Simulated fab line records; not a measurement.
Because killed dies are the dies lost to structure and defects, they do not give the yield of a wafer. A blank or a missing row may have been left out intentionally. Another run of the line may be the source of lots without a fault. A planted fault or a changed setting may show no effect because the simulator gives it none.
A lot that was struck, set against a sound lot | flow n5Finfet | 39 steps out of a route of 1938
Sound: these wafers, L422.2, L422.4, L422.5. Struck: wafer L432.6. (L432.2, L432.5 of the same lot were not struck and are left out.) The cause comes at the end.
At each step with rows: each side's tool, then ch and its chambers, then its first start. Under that, the readings that differ: sound wafers | struck wafers | difference of the means | sigmas: that difference in standard deviations of wafers without a fault.
alike: readings whose means differ by less than 2 such deviations, and words and numbers that are the same on both sides. not compared: withheld readings, readings that some wafer has no value for, bounds like >300 that may hide the same value, and numbers for which the record gives no deviation and whose values overlap.
Wherever a step has rows on one side only, a row that says differs or no value, or a row with sigmas, the two part there. Numbers that don't overlap but have no deviation are shown without sigmas and don't part them. A reading that every wafer of one side lacks parts them only if that side has two wafers or more.

first, 11 steps without rows for these wafers: N5_BEOL_M0_ANNEAL_117 (time 60 s); N5_BEOL_M0_SPUTTER_132 (material Cu, target thk 4 nm, time 7.37 s); N5_BEOL_M0_ANNEAL_133 (time 60 s); N5_BEOL_M0_SPUTTER_134 (material Cu, target thk 4 nm, time 7.37 s); N5_BEOL_M0_ANNEAL_135 (time 60 s); N5_BEOL_M0_SPUTTER_141 (material Cu, target thk 4 nm, time 7.37 s); N5_BEOL_M0_ECD_118 (material Cu, target thk 300 nm); N5_BEOL_M0_ANNEAL_119 (time 90 s); N5_BEOL_M0_CMP_120 (polishes, stops on SiOC, t overpolish 6.9 s); N5_BEOL_M0_PRE_CLEAN_131 (time 15 s); N5_BEOL_M0_CO_CAP_123 (material Co, precursor CCTBA/H2, target thk 2 nm, time 102.1 s).
N5_BEOL_M0_PRE_CLEAN_124: time 15 s.
  sound on pecvd-03 ch 0,1, day 6 22:13; struck on pecvd-03 ch 0,1,2, day 9 11:12
then, 1 step without rows for these wafers: N5_BEOL_M0_DEP_125 (deposits SiCN from 3MS/NH3, target thk 8 nm, time 14 s).
N5_BEOL_M0_INSPECT_127: inspects for defects (darkfield).
  sound on defectInspect-02, day 6 22:19; struck on defectInspect-01, day 9 11:19
reading        | sound    | struck | difference | sigmas
rawDefectCount | 98 58 59 | 1084   | +1012      | +42
then, 12 steps without rows for these wafers: N5_BEOL_M1_ILD_DEP_00 (deposits SiOC from DEMS/O2, target thk 79 nm, time 15.3 s); N5_BEOL_M1_PECVD_72 (deposits SiO2 from TEOS/O2, target thk 16 nm, time 18 s); N5_BEOL_M1_HM_DEP_02 (deposits TiN, target thk 20 nm); N5_BEOL_M1_COAT_61 (time 60 s, resist thk 60 nm); N5_BEOL_M1_COAT_62 (time 60 s, resist thk 12 nm); N5_BEOL_M1_COAT_73 (time 60 s, resist thk 5 nm); N5_BEOL_M1_COAT_05 (resist thk 30 nm); N5_BEOL_M1_EBR_07; N5_BEOL_M1_SOFTBAKE_06 (time 60 s); N5_BEOL_M1_EXPOSE_08 (exposes mask M1); N5_BEOL_M1_PEB_09 (peb time 60 s); N5_BEOL_M1_DEVELOP_10 (develop time 30 s).
N5_BEOL_M1_INSPECT_13: inspects for defects (brightfield).
  sound on defectInspect-02, day 6 23:00; struck on defectInspect-01, day 9 14:03
reading        | sound       | struck | difference | sigmas
rawDefectCount | 356 450 397 | 1643   | +1242      | +13
then, 9 steps without rows for these wafers: N5_BEOL_M1_DESCUM_16 (chemistry O2, time 7 s); N5_BEOL_M1_ETCH_74 (etches underlayer in N2/H2, target depth 6.5 nm, time 5.2 s); N5_BEOL_M1_ETCH_63 (etches SiARC in CF4, target depth 15.6 nm, time 26 s); N5_BEOL_M1_ETCH_64 (etches SOC in N2/H2, target depth 75 nm, overetch 15 nm, time 112.5 s); N5_BEOL_M1_STRIP_65 (strips in N2/H2); N5_BEOL_M1_STRIP_75 (strips in N2/H2); N5_BEOL_M1_STRIP_66 (strips in CF4); N5_BEOL_M1_HM_OPEN_17 (chemistry Cl2/BCl3, target TiN, target depth 20 nm, overetch 6 nm); N5_BEOL_M1_STRIP_19 (strips in O2).
N5_BEOL_M1_INSPECT_30: inspects for defects (brightfield).
  sound on defectInspect-01, day 6 23:53; struck on defectInspect-01, day 9 15:37
reading        | sound       | struck | difference | sigmas
rawDefectCount | 356 397 363 | 1608   | +1236      | +13
N5_BEOL_M4_RC_MEAS_101:
  sound on prober-02 ch 0, day 9 02:17; struck on prober-01 ch 0, day 11 13:02
  alike: DIBL_N, DIBL_P, IOFF_N, IOFF_P, ION_N, ION_P, SS_N, SS_P, VT_N, VT_P
-- record jumps: 5 days separate the struck wafers' starts on either side; left off in module BEOL_M4, taken up again in module PASSIVATION, whose first shown step is the route's number 1936 --
N5_PASSIVATION_PROBE_49:
  sound on prober-01, day 13 15:03; struck on prober-02, day 16 06:05
reading                 | sound          | struck | difference | sigmas
defectLimitedYield (%)  | 92.5 92.1 92.7 | 80.8   | -11.6      | -8
killed_at_M0_to_M3      | 32 42 36       | 154    | +117       | +12
killedDies              | 89 93 86       | 227    | +138       | +8
killedOnRim             | 13 10 15       | 43     | +30        | +7
killedShort             | 27 26 30       | 50     | +22        | +3
sort_bin_5_function (%) | 4.4 5.0 4.3    | 11.7   | +7.1       | +7
sortNPass               | 1091 1087 1094 | 953    | -138       | -8
sortYieldPct (%)        | 92.5 92.1 92.7 | 80.8   | -11.6      | -8
  alike: killed_at_M4_up, killedAtContacts, killedAtFrontEnd, killedAtOther, killedOpen, sort_bin_6_memory

== WHERE THEY PART ==
At N5_BEOL_M0_INSPECT_127 first; at N5_PASSIVATION_PROBE_49 last (within this record only).

WHY: whatever the simulator had introduced
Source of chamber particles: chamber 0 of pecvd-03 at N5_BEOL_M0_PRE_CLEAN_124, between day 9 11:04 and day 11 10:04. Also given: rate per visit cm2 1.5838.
